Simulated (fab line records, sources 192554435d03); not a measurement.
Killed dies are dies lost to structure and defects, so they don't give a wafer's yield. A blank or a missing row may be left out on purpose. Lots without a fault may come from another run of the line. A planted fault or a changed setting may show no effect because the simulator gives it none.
Which tool did it? | flow n5_finfet | 24 lots, 72 wafers sampled, at 6 steps of a route of 1938

WHAT THE GAUGES READ, wafer by wafer
N5_BEOL_M5_OCD_MEAS_38.
lot  | measured     | on     | trench_depth_nm (nm)
L074 | day 8 04:24  | ocd-01 | 72.1 70.9 69.7
L076 | day 8 06:13  | ocd-01 | 70.4 71.1 70.1
L075 | day 8 12:07  | ocd-02 | 72.1 72.1 71.6
L077 | day 8 15:16  | ocd-01 | 72.4 70.6 71.7
L078 | day 8 17:28  | ocd-01 | 69.3 71.2 69.7
L079 | day 9 03:04  | ocd-02 | 72.5 69.5 70.6
L080 | day 9 16:04  | ocd-01 | 68.9 70.7 71.2
L082 | day 9 22:11  | ocd-02 | 70.0 71.4 70.6
L081 | day 9 22:46  | ocd-02 | 70.1 71.7 72.4
L083 | day 10 07:01 | ocd-02 | 72.4 70.4 72.0
L084 | day 10 19:02 | ocd-01 | 69.9 75.0 71.5
L085 | day 11 02:13 | ocd-01 | 71.6 71.0 71.1
L086 | day 11 05:37 | ocd-02 | 70.9 70.2 70.2
L087 | day 11 07:49 | ocd-02 | 69.0 70.6 71.2
L088 | day 11 11:38 | ocd-01 | 70.6 70.8 70.0
L089 | day 11 20:14 | ocd-01 | 71.5 71.0 70.1
L090 | day 12 05:14 | ocd-01 | 73.1 72.7 71.2
L091 | day 12 15:22 | ocd-01 | 70.3 69.9 72.0
L092 | day 12 17:11 | ocd-01 | 71.7 71.5 72.6
L093 | day 13 05:44 | ocd-01 | 71.9 69.9 68.9
L095 | day 13 14:38 | ocd-02 | 69.8 74.0 68.7
L096 | day 13 14:42 | ocd-01 | 73.1 72.4 70.4
L094 | day 13 19:41 | ocd-01 | 70.3 70.9 70.4
L097 | day 14 06:41 | ocd-02 | 71.6 71.3 71.3

WHICH TOOL RAN EACH LOT (tool, then ch and the chambers of the sampled wafers, then the start)
lot  | N5_BEOL_M4_SPUTTER_48        | N5_BEOL_M4_ANNEAL_89         | N5_BEOL_M5_DESCUM_33               | N5_BEOL_M5_VIA_ETCH_34             | N5_BEOL_M5_ETCH_41
L074 | pvd_sputter-01, day 7 18:23  | pvd_sputter-01, day 7 19:20  | rie_diel-05 ch 1,2,3, day 8 03:59  | rie_diel-05 ch 1,2,3, day 8 04:10  | rie_diel-05 ch 1,2,3, day 8 04:24 or earlier
L076 | pvd_sputter-01, day 7 22:26  | pvd_sputter-01, day 7 23:24  | rie_diel-05 ch 1,2,3, day 8 05:47  | rie_diel-05 ch 1,2,3, day 8 05:58  | rie_diel-05 ch 1,2,3, day 8 06:13 or earlier
L075 | pvd_sputter-03, day 8 02:26  | pvd_sputter-03, day 8 03:24  | rie_diel-05 ch 0,1, day 8 11:42    | rie_diel-05 ch 0,1, day 8 11:53    | rie_diel-05 ch 0,1, day 8 12:07 or earlier
L077 | pvd_sputter-02, day 8 08:15  | pvd_sputter-02, day 8 09:13  | rie_diel-04 ch 0,2,3, day 8 14:50  | rie_diel-04 ch 0,2,3, day 8 15:01  | rie_diel-04 ch 0,2,3, day 8 15:16 or earlier
L078 | pvd_sputter-01, day 8 10:34  | pvd_sputter-01, day 8 11:32  | rie_diel-02 ch 0,2, day 8 17:02    | rie_diel-02 ch 0,2, day 8 17:13    | rie_diel-02 ch 0,2, day 8 17:28 or earlier
L079 | pvd_sputter-03, day 8 19:34  | pvd_sputter-03, day 8 20:31  | rie_diel-02 ch 1,2,3, day 9 02:39  | rie_diel-02 ch 1,2,3, day 9 02:50  | rie_diel-02 ch 1,2,3, day 9 03:04 or earlier
L080 | pvd_sputter-02, day 9 08:27  | pvd_sputter-02, day 9 09:25  | rie_diel-04 ch 2,3, day 9 15:39    | rie_diel-04 ch 2,3, day 9 15:50    | rie_diel-04 ch 2,3, day 9 16:04 or earlier
L082 | pvd_sputter-01, day 9 13:00  | pvd_sputter-01, day 9 13:58  | rie_diel-04 ch 1,2,3, day 9 21:46  | rie_diel-04 ch 1,2,3, day 9 21:56  | rie_diel-04 ch 1,2,3, day 9 22:11 or earlier
L081 | pvd_sputter-02, day 9 13:53  | pvd_sputter-02, day 9 14:50  | rie_diel-04 ch 1,2, day 9 22:21    | rie_diel-04 ch 1,2, day 9 22:32    | rie_diel-04 ch 1,2, day 9 22:46 or earlier
L083 | pvd_sputter-02, day 9 20:58  | pvd_sputter-02, day 9 21:55  | rie_diel-04 ch 0,3, day 10 06:35   | rie_diel-04 ch 0,3, day 10 06:46   | rie_diel-04 ch 0,3, day 10 07:01 or earlier
L084 | pvd_sputter-01, day 10 08:00 | pvd_sputter-01, day 10 08:58 | rie_diel-02 ch 0,1,2, day 10 18:37 | rie_diel-02 ch 0,1,2, day 10 18:47 | rie_diel-02 ch 0,1,2, day 10 19:02 or earlier
L085 | pvd_sputter-01, day 10 17:14 | pvd_sputter-01, day 10 18:12 | rie_diel-04 ch 0,2,3, day 11 01:47 | rie_diel-04 ch 0,2,3, day 11 01:58 | rie_diel-04 ch 0,2,3, day 11 02:13 or earlier
L086 | pvd_sputter-02, day 10 19:55 | pvd_sputter-02, day 10 20:52 | rie_diel-05 ch 2,3, day 11 05:11   | rie_diel-05 ch 2,3, day 11 05:22   | rie_diel-05 ch 2,3, day 11 05:37 or earlier
L087 | pvd_sputter-01, day 11 00:02 | pvd_sputter-01, day 11 01:00 | rie_diel-02 ch 1,2, day 11 07:24   | rie_diel-02 ch 1,2, day 11 07:35   | rie_diel-02 ch 1,2, day 11 07:49 or earlier
L088 | pvd_sputter-03, day 11 01:58 | pvd_sputter-03, day 11 02:55 | rie_diel-02 ch 1,3, day 11 11:13   | rie_diel-02 ch 1,3, day 11 11:23   | rie_diel-02 ch 1,3, day 11 11:38 or earlier
L089 | pvd_sputter-01, day 11 11:10 | pvd_sputter-01, day 11 12:08 | rie_diel-02 ch 1,2,3, day 11 19:49 | rie_diel-02 ch 1,2,3, day 11 20:01 | rie_diel-02 ch 1,2,3, day 11 20:14 or earlier
L090 | pvd_sputter-03, day 11 19:57 | pvd_sputter-03, day 11 20:55 | rie_diel-04 ch 0,1,3, day 12 04:49 | rie_diel-04 ch 0,1,3, day 12 04:59 | rie_diel-04 ch 0,1,3, day 12 05:14 or earlier
L091 | pvd_sputter-02, day 12 07:02 | pvd_sputter-02, day 12 08:07 | rie_diel-05 ch 0,2,3, day 12 14:56 | rie_diel-05 ch 0,2,3, day 12 15:07 | rie_diel-05 ch 0,2,3, day 12 15:22 or earlier
L092 | pvd_sputter-03, day 12 08:50 | pvd_sputter-03, day 12 09:47 | rie_diel-04 ch 0,3, day 12 16:46   | rie_diel-04 ch 0,3, day 12 16:56   | rie_diel-04 ch 0,3, day 12 17:11 or earlier
L093 | pvd_sputter-02, day 12 22:37 | pvd_sputter-02, day 12 23:34 | rie_diel-05 ch 0,2,3, day 13 05:19 | rie_diel-05 ch 0,2,3, day 13 05:30 | rie_diel-05 ch 0,2,3, day 13 05:44 or earlier
L095 | pvd_sputter-02, day 13 05:41 | pvd_sputter-02, day 13 06:39 | rie_diel-02 ch 0,1,3, day 13 14:13 | rie_diel-02 ch 0,1,3, day 13 14:23 | rie_diel-02 ch 0,1,3, day 13 14:38 or earlier
L096 | pvd_sputter-02, day 13 07:39 | pvd_sputter-02, day 13 08:37 | rie_diel-04 ch 0,1,3, day 13 14:17 | rie_diel-04 ch 0,1,3, day 13 14:28 | rie_diel-04 ch 0,1,3, day 13 14:42 or earlier
L094 | pvd_sputter-02, day 13 09:44 | pvd_sputter-02, day 13 10:41 | rie_diel-05 ch 1,3, day 13 19:16   | rie_diel-05 ch 1,3, day 13 19:26   | rie_diel-05 ch 1,3, day 13 19:41 or earlier
L097 | pvd_sputter-03, day 13 21:41 | pvd_sputter-03, day 13 22:39 | rie_diel-04 ch 0,3, day 14 06:16   | rie_diel-04 ch 0,3, day 14 06:27   | rie_diel-04 ch 0,3, day 14 06:41 or earlier
- N5_BEOL_M4_SPUTTER_48: material Cu, target thk 4.5 nm, time 8.29 s.
- N5_BEOL_M4_ANNEAL_89: time 240 s.
- N5_BEOL_M5_DESCUM_33: chemistry O2, time 7 s.
- N5_BEOL_M5_VIA_ETCH_34: etches SiCOH lowk in C4F6/O2, target depth 88.3 nm, time 39.2 s.
- N5_BEOL_M5_ETCH_41: etches SiCN in CH3F/O2, target depth 31.5 nm, time 56.7 s.

WHAT THE TOOLS THEMSELVES READ (means of the sampled wafers that have a number; where no wafer has one, the mark that the record gives instead)
N5_BEOL_M4_SPUTTER_48.
lot  | tool           | susceptor_temp_C (C) | throttle_valve_pct (%)
L074 | pvd_sputter-01 | -19.95               | 29.9
L076 | pvd_sputter-01 | -19.96               | 30.5
L075 | pvd_sputter-03 | -20.00               | 28.9
L077 | pvd_sputter-02 | -20.09               | 28.9
L078 | pvd_sputter-01 | -20.06               | 30.3
L079 | pvd_sputter-03 | -20.00               | 30.3
L080 | pvd_sputter-02 | -20.08               | 29.1
L082 | pvd_sputter-01 | -20.06               | 30.0
L081 | pvd_sputter-02 | -20.00               | 29.4
L083 | pvd_sputter-02 | -19.92               | 28.7
L084 | pvd_sputter-01 | -20.02               | 30.4
L085 | pvd_sputter-01 | -19.95               | 31.1
L086 | pvd_sputter-02 | -20.06               | 29.0
L087 | pvd_sputter-01 | -20.03               | 30.7
L088 | pvd_sputter-03 | -19.92               | 30.9
L089 | pvd_sputter-01 | -20.03               | 30.4
L090 | pvd_sputter-03 | -19.98               | 29.3
L091 | pvd_sputter-02 | -19.95               | 29.3
L092 | pvd_sputter-03 | -20.02               | 30.1
L093 | pvd_sputter-02 | -20.05               | 29.3
L095 | pvd_sputter-02 | -19.93               | 29.0
L096 | pvd_sputter-02 | -20.02               | 29.1
L094 | pvd_sputter-02 | -20.05               | 29.1
L097 | pvd_sputter-03 | -20.01               | 30.7

N5_BEOL_M4_ANNEAL_89.
lot  | tool           | heater_power_w (W) | susceptor_temp_C (C)
L074 | pvd_sputter-01 | 845                | 399.90
L076 | pvd_sputter-01 | 795                | 399.90
L075 | pvd_sputter-03 | 825                | 400.04
L077 | pvd_sputter-02 | 809                | 400.12
L078 | pvd_sputter-01 | 802                | 399.85
L079 | pvd_sputter-03 | 790                | 400.14
L080 | pvd_sputter-02 | 844                | 399.93
L082 | pvd_sputter-01 | 859                | 400.05
L081 | pvd_sputter-02 | 858                | 399.98
L083 | pvd_sputter-02 | 864                | 399.94
L084 | pvd_sputter-01 | 791                | 400.00
L085 | pvd_sputter-01 | 836                | 400.16
L086 | pvd_sputter-02 | 796                | 400.19
L087 | pvd_sputter-01 | 763                | 400.26
L088 | pvd_sputter-03 | 820                | 400.05
L089 | pvd_sputter-01 | 801                | 400.04
L090 | pvd_sputter-03 | 810                | 399.67
L091 | pvd_sputter-02 | 871                | 399.86
L092 | pvd_sputter-03 | 784                | 400.04
L093 | pvd_sputter-02 | 829                | 400.06
L095 | pvd_sputter-02 | 855                | 399.90
L096 | pvd_sputter-02 | 867                | 400.26
L094 | pvd_sputter-02 | 862                | 399.85
L097 | pvd_sputter-03 | 821                | 400.12

N5_BEOL_M5_DESCUM_33.
lot  | tool        | drypump_motor_current_A (A) | oes_product_au (a.u.) | rf_vpp_V (V) | showerhead_plenum_p_Torr (Torr) | throttle_valve_pct (%)
L074 | rie_diel-05 | 6.1                         | 0.83                  | 242.7        | 2.03                            | 20.35
L076 | rie_diel-05 | 6.1                         | 0.83                  | 242.0        | 2.03                            | 20.36
L075 | rie_diel-05 | 5.5                         | 0.73                  | 242.3        | 2.11                            | 20.33
L077 | rie_diel-04 | 5.5                         | 0.77                  | 244.5        | 2.19                            | 20.49
L078 | rie_diel-02 | 6.2                         | 0.78                  | 243.2        | 2.06                            | 20.60
L079 | rie_diel-02 | 6.4                         | 0.86                  | 244.0        | 2.08                            | 20.45
L080 | rie_diel-04 | 5.6                         | 0.76                  | 243.8        | 2.18                            | 20.38
L082 | rie_diel-04 | 5.5                         | 0.76                  | 244.2        | 2.18                            | 20.30
L081 | rie_diel-04 | 5.6                         | 0.68                  | 243.9        | 2.14                            | 20.41
L083 | rie_diel-04 | 5.4                         | 0.96                  | 244.2        | 2.17                            | 20.42
L084 | rie_diel-02 | 6.0                         | 0.91                  | 243.0        | 2.12                            | 20.33
L085 | rie_diel-04 | 5.5                         | 0.84                  | 243.8        | 2.18                            | 20.41
L086 | rie_diel-05 | 6.3                         | 0.81                  | 241.7        | 2.02                            | 20.38
L087 | rie_diel-02 | 6.4                         | 0.86                  | 242.9        | 2.06                            | 20.41
L088 | rie_diel-02 | 6.4                         | 0.81                  | 243.3        | 2.06                            | 20.41
L089 | rie_diel-02 | 6.5                         | 0.83                  | 243.0        | 2.07                            | 20.48
L090 | rie_diel-04 | 5.4                         | 0.91                  | 244.6        | 2.17                            | 20.22
L091 | rie_diel-05 | 6.1                         | 0.77                  | 242.9        | 2.07                            | 20.41
L092 | rie_diel-04 | 5.4                         | 0.89                  | 244.1        | 2.17                            | 20.44
L093 | rie_diel-05 | 6.0                         | 0.76                  | 242.7        | 2.07                            | 20.41
L095 | rie_diel-02 | 5.9                         | 0.84                  | 244.1        | 2.10                            | 20.30
L096 | rie_diel-04 | 5.4                         | 0.89                  | 243.6        | 2.16                            | 20.24
L094 | rie_diel-05 | 5.8                         | 0.75                  | 242.2        | 2.01                            | 20.38
L097 | rie_diel-04 | 5.4                         | 0.87                  | 244.8        | 2.16                            | 20.46

N5_BEOL_M5_VIA_ETCH_34.
lot  | tool        | drypump_motor_current_A (A) | oes_product_au (a.u.) | rf_vpp_V (V) | showerhead_plenum_p_Torr (Torr) | throttle_valve_pct (%)
L074 | rie_diel-05 | 6.1                         | 0.83                  | 654          | 2.76                            | 20.75
L076 | rie_diel-05 | 6.1                         | 0.83                  | 654          | 2.76                            | 20.77
L075 | rie_diel-05 | 5.5                         | 0.73                  | 656          | 2.87                            | 20.77
L077 | rie_diel-04 | 5.5                         | 0.76                  | 672          | 2.96                            | 20.91
L078 | rie_diel-02 | 6.2                         | 0.77                  | 654          | 2.81                            | 21.07
L079 | rie_diel-02 | 6.4                         | 0.83                  | 662          | 2.85                            | 21.01
L080 | rie_diel-04 | 5.6                         | 0.76                  | 660          | 2.97                            | 20.80
L082 | rie_diel-04 | 5.5                         | 0.76                  | 659          | 2.96                            | 20.76
L081 | rie_diel-04 | 5.6                         | 0.68                  | 667          | 2.93                            | 20.95
L083 | rie_diel-04 | 5.4                         | 0.95                  | 662          | 2.94                            | 20.81
L084 | rie_diel-02 | 6.0                         | 0.90                  | 662          | 2.90                            | 20.86
L085 | rie_diel-04 | 5.5                         | 0.84                  | 661          | 2.95                            | 20.83
L086 | rie_diel-05 | 6.4                         | 0.80                  | 661          | 2.75                            | 20.78
L087 | rie_diel-02 | 6.4                         | 0.84                  | 663          | 2.83                            | 21.01
L088 | rie_diel-02 | 6.4                         | 0.79                  | 663          | 2.83                            | 20.98
L089 | rie_diel-02 | 6.5                         | 0.80                  | 661          | 2.84                            | 21.06
L090 | rie_diel-04 | 5.4                         | 0.91                  | 661          | 2.94                            | 20.67
L091 | rie_diel-05 | 6.1                         | 0.77                  | 658          | 2.81                            | 20.81
L092 | rie_diel-04 | 5.4                         | 0.88                  | 661          | 2.94                            | 20.83
L093 | rie_diel-05 | 6.1                         | 0.76                  | 659          | 2.80                            | 20.82
L095 | rie_diel-02 | 5.9                         | 0.84                  | 665          | 2.88                            | 20.83
L096 | rie_diel-04 | 5.4                         | 0.89                  | 660          | 2.94                            | 20.70
L094 | rie_diel-05 | 5.8                         | 0.74                  | 652          | 2.73                            | 20.78
L097 | rie_diel-04 | 5.4                         | 0.88                  | 662          | 2.93                            | 20.85

N5_BEOL_M5_ETCH_41.
lot  | tool        | drypump_motor_current_A (A) | oes_product_au (a.u.) | rf_vpp_V (V) | showerhead_plenum_p_Torr (Torr) | throttle_valve_pct (%)
L074 | rie_diel-05 | 6.1                         | 0.82                  | 295.9        | 1.94                            | 16.19
L076 | rie_diel-05 | 6.1                         | 0.82                  | 296.6        | 1.94                            | 16.20
L075 | rie_diel-05 | 5.5                         | 0.72                  | 297.8        | 2.02                            | 16.25
L077 | rie_diel-04 | 5.5                         | 0.76                  | 298.3        | 2.08                            | 16.36
L078 | rie_diel-02 | 6.1                         | 0.78                  | 296.9        | 1.97                            | 16.51
L079 | rie_diel-02 | 6.5                         | 0.84                  | 297.2        | 2.00                            | 16.40
L080 | rie_diel-04 | 5.6                         | 0.76                  | 298.8        | 2.08                            | 16.24
L082 | rie_diel-04 | 5.5                         | 0.76                  | 297.8        | 2.08                            | 16.22
L081 | rie_diel-04 | 5.6                         | 0.68                  | 297.3        | 2.06                            | 16.40
L083 | rie_diel-04 | 5.4                         | 0.96                  | 298.7        | 2.07                            | 16.19
L084 | rie_diel-02 | 6.0                         | 0.91                  | 298.3        | 2.03                            | 16.24
L085 | rie_diel-04 | 5.5                         | 0.83                  | 298.8        | 2.08                            | 16.24
L086 | rie_diel-05 | 6.4                         | 0.81                  | 296.3        | 1.93                            | 16.23
L087 | rie_diel-02 | 6.4                         | 0.85                  | 296.7        | 1.99                            | 16.35
L088 | rie_diel-02 | 6.4                         | 0.79                  | 297.3        | 1.98                            | 16.38
L089 | rie_diel-02 | 6.4                         | 0.80                  | 297.8        | 1.99                            | 16.43
L090 | rie_diel-04 | 5.4                         | 0.91                  | 298.9        | 2.07                            | 16.07
L091 | rie_diel-05 | 6.1                         | 0.77                  | 296.7        | 1.97                            | 16.26
L092 | rie_diel-04 | 5.4                         | 0.90                  | 298.7        | 2.07                            | 16.23
L093 | rie_diel-05 | 6.1                         | 0.76                  | 296.0        | 1.97                            | 16.27
L095 | rie_diel-02 | 5.9                         | 0.85                  | 297.9        | 2.02                            | 16.23
L096 | rie_diel-04 | 5.4                         | 0.88                  | 298.4        | 2.07                            | 16.09
L094 | rie_diel-05 | 5.9                         | 0.75                  | 295.6        | 1.92                            | 16.26
L097 | rie_diel-04 | 5.4                         | 0.87                  | 299.1        | 2.06                            | 16.26

THE ANSWER, worked out from the rows above alone
Rule: what is usual is taken from the lots themselves. Put in order of their means at a reading, lots are off if they are a third of the lots or fewer, leave a main group of 4 or more, and stand apart from it by a gap of 3 or more times the standard deviation of the main group's means; of several such gaps the widest counts. A main group whose means are all the same, to the digits that the tables above print for the reading, isn't used. A lot without any number at a reading at which 4 lots or more have one is off too. The other lots that the step has rows for count as sound. The gauges are gone through in route order, then the tools' own readings, and for those a lot's mean is taken as printed above. The first step at which some lot is off is used, and at that step the reading that is off furthest; a lot without a number counts as furthest.
No lot is off at any reading shown: from this, nothing can be told.

WHAT THE SIMULATOR HAD PUT IN
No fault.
